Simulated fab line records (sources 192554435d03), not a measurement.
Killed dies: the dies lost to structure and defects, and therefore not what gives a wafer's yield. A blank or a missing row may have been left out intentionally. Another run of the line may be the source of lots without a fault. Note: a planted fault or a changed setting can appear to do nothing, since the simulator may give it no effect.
8D (eight disciplines) problem report, filled in by code / flow n5-finfet / the parts of the form that need people (team, actions taken, sign-off) are left out

== 1. PROBLEM STATEMENT ==
At N5_PASSIVATION_ETCH_15, bias-w averages 79.56 W over 6 wafers from 2 lots, while fault-free wafers read 69.99 W, standard deviation 0.22. Measured from the usual mean, that is +43 standard deviations.
The step: etches SiCN in CF4/N2, target depth 75 nm, time 81.2 s.
First seen on wafer L762.1, day 15 13:14, on rie-diel-06. The record holds 32 wafers of 11 lots with a number at this step. The rule behind "out" and "out of limits": a value lying over 4 standard deviations away from the usual mean. All remaining wafers that have a number are taken as sound.

== 2. WHAT IT IS; WHAT IT IS NOT ==
question=which readings at this step | is=bias-w, rf-vpp-V | is not=showerhead-plenum-p-Torr, throttle-valve-pct
question=which lots | is=L762, L764 | is not=L748, L749, L750, L751, L753, L754, L755, L766, L770
question=which wafers of those lots | is=all that have a number | is not=-
question=read on which tools | is=rie-diel-06 | is not=rie-diel-02, rie-diel-03
question=when | is=from day 15 13:14 | is not=up to then (20 sound wafers); but 6 sound wafers of L766, L770 came after

== 3. WHAT RULES OUT EACH SUSPECT ==
Counting: a tool stays on the suspect list if, at a process step up to the reading, it processed all lots that are out and no sound lot following the first of them.
- cmp-04 at N5_BEOL_M15_CMP_49 (polishes, stops on SiO2, t overpolish 4.9 s, target thk 850 nm): ruled out as a lasting fault. The sound lots L766 went through it after L762, its earliest lot that is out (day 15 04:07).
- rie-diel-06 at N5_PASSIVATION_ETCH_15 (etches SiCN in CF4/N2, target depth 75 nm, time 81.2 s): kept. All lots that are out passed through it, beginning with L762 at day 15 13:14, and no sound lot followed; its final sound lot before that point was L754 at day 12 21:13. Out on those wafers are its own readings of bias-w, rf-vpp-V.
Left after counting: rie-diel-06 at N5_PASSIVATION_ETCH_15.

== 4. THE CAUSE (what the simulator had put in) ==
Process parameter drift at N5_PASSIVATION_ETCH_15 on rie-diel-06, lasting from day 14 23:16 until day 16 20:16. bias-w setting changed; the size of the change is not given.
After counting, this tool was the only one left.

== 5. SEQUENCE OF EFFECTS, ordered by route ==
One row per reading whose mean, taken over the struck wafers that have a number, lies over 3 standard deviations from the usual. Only readings whose record carries a usual standard deviation are examined. hours: median over the lots of the time between each lot's start at the first step of this table that gives one and its start at this step. sigmas: the change, counted in usual standard deviations.
hours=0; step=N5_PASSIVATION_ETCH_15; reading=bias-w; usual=69.99 W; on struck wafers=79.56; change=+9.57; sigmas=+43
hours=0; step=N5_PASSIVATION_ETCH_15; reading=rf-vpp-V; usual=382.0 V; on struck wafers=414.6; change=+32.6; sigmas=+20
Here are the process steps it includes:
- N5_PASSIVATION_ETCH_15: etches SiCN in CF4/N2, target depth 75 nm, time 81.2 s.

== 6. HOW IT WOULD HAVE BEEN CAUGHT EARLIER ==
14 hours passed between the start of the fault at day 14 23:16 and the first reading out of limits in this record, taken at day 15 13:14.
